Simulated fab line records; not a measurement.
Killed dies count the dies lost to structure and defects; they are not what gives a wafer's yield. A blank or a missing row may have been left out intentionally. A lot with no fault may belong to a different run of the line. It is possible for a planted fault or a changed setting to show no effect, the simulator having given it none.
Code-filled problem report in 8D (eight disciplines) form || flow n5Finfet || the parts of the form that need people (team, actions taken, sign-off) are left out

== 1. PROBLEM STATEMENT ==
Mean of spinSpeedRpm at N5_BEOL_M4_COAT_68: 1455.1 rpm across 6 wafers in 2 lots; on wafers with no fault it is 1500.0 rpm (standard deviation 1.1). Relative to the usual mean, that is a shift of -41 standard deviations.
The step: time 60 s, resist thk 12 nm.
The first sign was on wafer L624.1 at day 13 16:16, on lithoTrack-05. Wafers with a number at this step in the record: 12, from 4 lots. Rule for "out" (also "out of limits"): further than 4 standard deviations from the usual mean. Any other wafer with a number is counted as sound.

== 2. WHAT IT IS, AND WHAT IT ISN'T ==
{"question": "which readings at this step", "is": "spinSpeedRpm", "is not": "-"}
{"question": "which lots", "is": "L624, L625", "is not": "L606, L611"}
{"question": "which wafers of those lots", "is": "all that have a number", "is not": "-"}
{"question": "read on which tools", "is": "lithoTrack-05", "is not": "lithoTrack-02"}
{"question": "when", "is": "from day 13 16:16", "is not": "up to then (6 sound wafers)"}

== 3. SUSPECTS, AND WHAT RULES EACH OUT ==
Counting: a tool stays on the suspect list if, at a process step up to the reading, it processed all lots that are out and no sound lot following the first of them.
- lithoTrack-05 at N5_BEOL_M4_COAT_68 (time 60 s, resist thk 12 nm): kept. It processed each lot that is out, first L624 at day 13 16:16, and no sound lot thereafter; up to then, the last sound lot it processed was L611 at day 10 02:38. On those wafers its own readings are out: spinSpeedRpm.
The count leaves lithoTrack-05 at N5_BEOL_M4_COAT_68.

== 4. THE CAUSE (what the simulator had put in) ==
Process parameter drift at N5_BEOL_M4_COAT_68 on lithoTrack-05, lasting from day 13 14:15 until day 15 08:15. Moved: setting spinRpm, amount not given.
The count eliminated every tool but this one.

== 5. THE CHAIN OF EFFECTS, in route order ==
Each row: a reading where the mean over the struck wafers with a number is more than 3 standard deviations away from the usual. Readings are gone through only where the record gives a usual standard deviation; hours: the median, over the lots, of the time from a lot's start at the first step in this table giving one to that lot's start at this step; sigmas: the change measured in usual standard deviations.
{"hours": 0, "step": "N5_BEOL_M4_COAT_68", "reading": "spinSpeedRpm", "usual": "1500.0 rpm", "on struck wafers": 1455.1, "change": -44.9, "sigmas": -41}
Its process steps:
- N5_BEOL_M4_COAT_68: time 60 s, resist thk 12 nm.
Later measuring or inspecting steps at which every struck wafer that the step has a row for has a number for every such reading, and none has moved that far: N5_BEOL_M4_RC_MEAS_101.

== 6. WHAT WOULD HAVE CAUGHT IT SOONER ==
The fault began at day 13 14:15; the first out-of-limits reading in this record came at day 13 16:16, 2 hours later.
